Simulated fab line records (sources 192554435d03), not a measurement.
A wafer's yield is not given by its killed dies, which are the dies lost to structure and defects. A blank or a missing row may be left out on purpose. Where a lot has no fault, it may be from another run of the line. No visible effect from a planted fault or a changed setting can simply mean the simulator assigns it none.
Lot-split experiment	flow n5-finfet	on a route of 1938 steps: 7 lots, 39 wafers read

== THE SPLIT ITSELF ==
At N5_MIM_BOT_ETCH_ETCH_00 (etches TiN in Cl2/BCl3, target depth 45.5 nm), the setting target-depth-a was moved away from the recipe's 455 angstrom on 15 of the 39 wafers read, by -36.9% to +21.0%. For the rest of the wafers, this setting stayed at what the recipe calls for.

The reading comes from the split's own step.

== THE READING ==
etch.depth-nm (the simulator's own value, which no gauge read), in nm, at N5_MIM_BOT_ETCH_ETCH_00 (etches TiN in Cl2/BCl3, target depth 45.5 nm). There is no usual value for it anywhere in the file. Across the 24 wafers here that went through the recipe, the average is 45.70 nm and the standard deviation 1 nm.

wafer	tool, chamber at the split	target-depth-a as run, angstrom	against the recipe	etch.depth-nm, nm	against lot-mates on the recipe
L074.3	rie-metal-02, 0	455	recipe	45.66	-
L074.4	rie-metal-02, 0	455	recipe	45.43	-
L074.5	rie-metal-02, 0	455	recipe	45.43	-
L077.1	rie-metal-02, 0	455	recipe	45.77	-
L077.2	rie-metal-02, 0	287	-36.9%	28.78	-17.09
L077.3	rie-metal-02, 0	287	-36.9%	28.89	-16.98
L077.4	rie-metal-02, 0	287	-36.9%	29.02	-16.85
L077.5	rie-metal-02, 0	455	recipe	45.85	-
L077.6	rie-metal-02, 0	455	recipe	45.98	-
L078.1	rie-metal-03, 0	455	recipe	44.37	-
L078.2	rie-metal-03, 1	345.1	-24.2%	36.15	-9.30
L078.3	rie-metal-03, 0	455	recipe	44.3	-
L078.4	rie-metal-03, 1	455	recipe	47.69	-
L078.5	rie-metal-03, 1	345.1	-24.2%	35.97	-9.48
L078.6	rie-metal-03, 0	345.1	-24.2%	33.53	-11.92
L081.1	rie-metal-03, 1	291.7	-35.9%	30.95	-14.99
L081.2	rie-metal-03, 0	455	recipe	44.8	-
L081.3	rie-metal-03, 1	291.7	-35.9%	31.13	-14.81
L081.4	rie-metal-03, 0	455	recipe	44.78	-
L081.5	rie-metal-03, 1	455	recipe	48.24	-
L081.6	rie-metal-03, 0	291.7	-35.9%	28.6	-17.34
L088.1	rie-metal-01, 1	550.6	+21.0%	55.87	+10.28
L088.2	rie-metal-01, 0	455	recipe	44.48	-
L088.3	rie-metal-01, 0	550.6	+21.0%	53.64	+8.05
L088.4	rie-metal-01, 1	455	recipe	45.65	-
L088.5	rie-metal-01, 0	550.6	+21.0%	53.74	+8.15
L088.6	rie-metal-01, 1	455	recipe	46.63	-
L092.1	rie-metal-01, 1	455	recipe	46.2	-
L092.2	rie-metal-01, 0	455	recipe	44.62	-
L092.3	rie-metal-01, 0	455	recipe	44.67	-
L092.4	rie-metal-01, 1	455	recipe	46.02	-
L092.5	rie-metal-01, 1	455	recipe	46.54	-
L092.6	rie-metal-01, 0	455	recipe	44.48	-
L087.1	rie-metal-02, 1	455	recipe	46.87	-
L087.2	rie-metal-02, 0	455	recipe	45.79	-
L087.3	rie-metal-02, 1	337.8	-25.8%	34.55	-11.86
L087.4	rie-metal-02, 0	337.8	-25.8%	33.97	-12.44
L087.5	rie-metal-02, 0	337.8	-25.8%	33.93	-12.48
L087.6	rie-metal-02, 1	455	recipe	46.57	-

FIT RESULTS
A straight line over all 39 wafers: etch.depth-nm changes by +0.438 nm for each +1% of target-depth-a; r = +0.99; the points scatter about the line by 1 nm.
The same after taking each lot's own level away (the mean of its wafers on the recipe; 39 wafers): +0.445 nm for each +1%; r = +0.99; scatter 1 nm.
On that fit, the largest move of target-depth-a shifts the reading by 16 nm.
From 45.422 to 46.410 nm: that is the span of the lots' own levels, equal to 1.0 times the standard deviation above.
Consequently the slope shifts little with the lot-to-lot level, the two slopes agreeing.
Check: for one of the wafers moved furthest among these (-36.9%), held out of the fit, the line's prediction against its lot-mates is -16.4 nm. It came out at -17.1 nm against them.

== FURTHER SPLITS ON THESE WAFERS ==
These wafers also went through other splits before the reading. Each is held against what the fit with the lots' levels taken away leaves over:
other split on the same wafers	wafers away from the commonest value	r with etch.depth-nm (lot level and that fit taken away)
N5_BEOL_M15_ETCH_59 time-s	15	+0.12

== FILE'S OWN FIT ==
etch.depth-nm changes by +0.447 nm for each +1% of target-depth-a, r = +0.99.
